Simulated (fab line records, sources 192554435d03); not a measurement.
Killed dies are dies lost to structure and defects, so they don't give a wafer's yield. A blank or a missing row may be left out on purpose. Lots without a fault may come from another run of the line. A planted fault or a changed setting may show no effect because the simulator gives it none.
A struck lot beside a sound one | flow n5_finfet | 23 steps out of a route of 1938
Sound: wafers L620.1, L620.4, L620.6. Struck: wafer L628.1. (L628.5, L628.6 of the same lot were not struck and are left out.) The cause comes at the end.
At each step with rows: each side's tool, then ch and its chambers, then its first start. Under that, the readings that differ: sound wafers | struck wafers | difference of the means | sigmas: that difference in standard deviations of wafers without a fault.
alike: readings whose means differ by less than 2 such deviations, and words and numbers that are the same on both sides. not compared: withheld readings, readings that some wafer has no value for, bounds like >300 that may hide the same value, and numbers for which the record gives no deviation and whose values overlap.
The two part at a step that has a row with sigmas, a row that says differs or no value, or rows on one side only. Numbers that don't overlap but have no deviation are shown without sigmas and don't part them. A reading that every wafer of one side lacks parts them only if that side has two wafers or more.

first, 7 steps without rows for these wafers: N5_GATE_CUT_ETCH_28 (etches underlayer in N2/H2, target depth 13 nm, time 10.4 s); N5_GATE_CUT_ETCH_36 (etches SiARC in CF4, target depth 13 nm, time 21.7 s); N5_GATE_CUT_ETCH_37 (etches SOC in N2/H2, target depth 60 nm, overetch 12 nm, time 90 s); N5_GATE_CUT_STRIP_38 (strips in N2/H2); N5_GATE_CUT_STRIP_39 (strips in N2/H2); N5_GATE_CUT_HM_OPEN_40 (chemistry C4F6/O2, target SiO2, target depth 139 nm, time 85.1 s); N5_GATE_CUT_STRIP_41 (strips in CF4).
N5_GATE_CUT_STRIP_42: strips in O2.
  sound on rie_diel-02 ch 0,1, day 5 19:32; struck on rie_diel-02 ch 3, day 7 22:50
  reading                     | sound             | struck | difference | sigmas
  drypump_motor_current_A (A) | 5.1 5.6 5.1       | 6.6    | +1.3       | +3
  oes_product_au (a.u.)       | 0.69 0.76 0.69    | 0.98   | +0.27      | +3
  throttle_valve_pct (%)      | 17.21 16.70 17.20 | 16.36  | -0.68      | -3
  alike: rf_vpp_V, showerhead_plenum_p_Torr
  not compared: rf_hours_counter_h
then, 1 step without rows for these wafers: N5_GATE_CUT_ETCH_19 (etches SiNx in CH3F/O2, target depth 53.7 nm, time 76.7 s).
N5_GATE_CUT_CUT_ETCH_53: etches W in SF6/Cl2, target depth 79.2 nm.
  sound on rie_metal-01 ch 0,1, day 5 19:47; struck on rie_metal-02 ch 0, day 7 22:59
  reading               | sound          | struck | difference | sigmas
  etch_rf_on_time_s (s) | 26.0 25.8 25.9 | 26.8   | +0.9       | +3
  alike: drypump_motor_current_A, oes_product_au, throttle_valve_pct
  not compared: rf_hours_counter_h
then, 2 steps without rows for these wafers: N5_GATE_CUT_CUT_ETCH_54 (etches TiN in Cl2/BCl3, target depth 96.7 nm); N5_GATE_CUT_CUT_ETCH_55 (etches HfO2 in BCl3, target depth 3.2 nm).
N5_GATE_CUT_ETCH_47: etches SiO2 in Cl2/BCl3, target depth 10 nm.
  sound on rie_metal-01 ch 0,1, day 5 19:56; struck on rie_metal-02 ch 0, day 7 23:08
  reading                                      | sound             | struck | difference | sigmas
  oes_product_au (a.u.)                        | 0.63 0.71 0.71    | 0.92   | +0.24      | +2
  model.etch.depth_nm (nm)                     | 10.11 10.01 9.968 | 14.75  | +4.72      |
  model.SiO2_of_GATE_CUT_HM_DEP_46.thk_nm (nm) | 104.2 107 106.6   | 101.2  | -4.7       |
  alike: drypump_motor_current_A, throttle_valve_pct
  not compared: rf_hours_counter_h
then, 1 step without rows for these wafers: N5_GATE_CUT_VAPOR_ETCH_48 (etches TiN in BCl3/Cl2).
N5_GATE_CUT_VAPOR_ETCH_49: etches TiAlC in BCl3/Cl2.
  sound on rie_metal-01 ch 0,1, day 5 19:59; struck on rie_metal-02 ch 0, day 7 23:11
  alike: drypump_motor_current_A, oes_product_au
N5_GATE_CUT_VAPOR_ETCH_51: etches HfO2 in BCl3/Cl2.
  sound on rie_metal-01 ch 0,1, day 5 20:01; struck on rie_metal-02 ch 0, day 7 23:13
  alike: drypump_motor_current_A, oes_product_au
N5_GATE_CUT_STRIP_21: strips in N2/H2, time 30 s.
  sound on plasma_asher-02 ch 1, day 5 20:04; struck on plasma_asher-02 ch 1, day 7 23:16
  alike: drypump_motor_current_A, heater_power_w
  not compared: rf_hours_counter_h
then, 3 steps without rows for these wafers: N5_GATE_CUT_STRIP_29 (strips in post etch residue remover, time 60 s); N5_GATE_CUT_SRD_52 (time 30 s); N5_GATE_CUT_ALD_22 (deposits SiNx, target thk 16 nm, pulse time 1 s, ald cycles 320).
N5_GATE_CUT_CMP_23: polishes, stops on SiO2, t overpolish 23.4 s, target thk 16 nm.
  sound on cmp-04 ch 0,1,3, day 5 21:47; struck on cmp-02 ch 3, day 8 03:51
  reading                                      | sound           | struck | difference | sigmas
  model.SiO2_of_GATE_CUT_HM_DEP_46.thk_nm (nm) | 102.2 105 104.4 | 99     | -5         |
  alike: motor_current_A, overpolish_run_s, time_to_endpoint_s
N5_GATE_CUT_THK_MEAS_24:
  sound on film_metro-02, day 5 22:03; struck on film_metro-01, day 8 04:02
  reading          | sound             | struck | difference | sigmas
  GC_FILL_THK (nm) | 217.7 220.5 219.5 | 215.0  | -4.2       | -2
-- the record jumps here: 3 days lie between the struck wafers' starts before and after (it left off in module GATE_CUT and takes up again in module BEOL_M4, whose first step shown is number 1111 of the route) --
N5_BEOL_M4_RC_MEAS_101:
  sound on prober-01 ch 0, day 9 13:31; struck on prober-02 ch 0, day 11 14:02
  reading        | sound                | struck | difference | sigmas
  IOFF_P (nA/um) | 0.238 0.240 0.295    | 0.203  | -0.055     | -2
  ION_N (uA/um)  | 679 678 692          | 665    | -18        | -2
  ION_P (uA/um)  | 466 471 475          | 453    | -18        | -3
  VT_P (mV)      | -245.9 -247.6 -244.1 | -253.1 | -7.2       | -3
  alike: DIBL_N, DIBL_P, IOFF_N, SS_N, SS_P, VT_N

WHERE THEY PART
First at N5_GATE_CUT_STRIP_42; last, within this record, at N5_BEOL_M4_RC_MEAS_101.

WHY: what the simulator had put in
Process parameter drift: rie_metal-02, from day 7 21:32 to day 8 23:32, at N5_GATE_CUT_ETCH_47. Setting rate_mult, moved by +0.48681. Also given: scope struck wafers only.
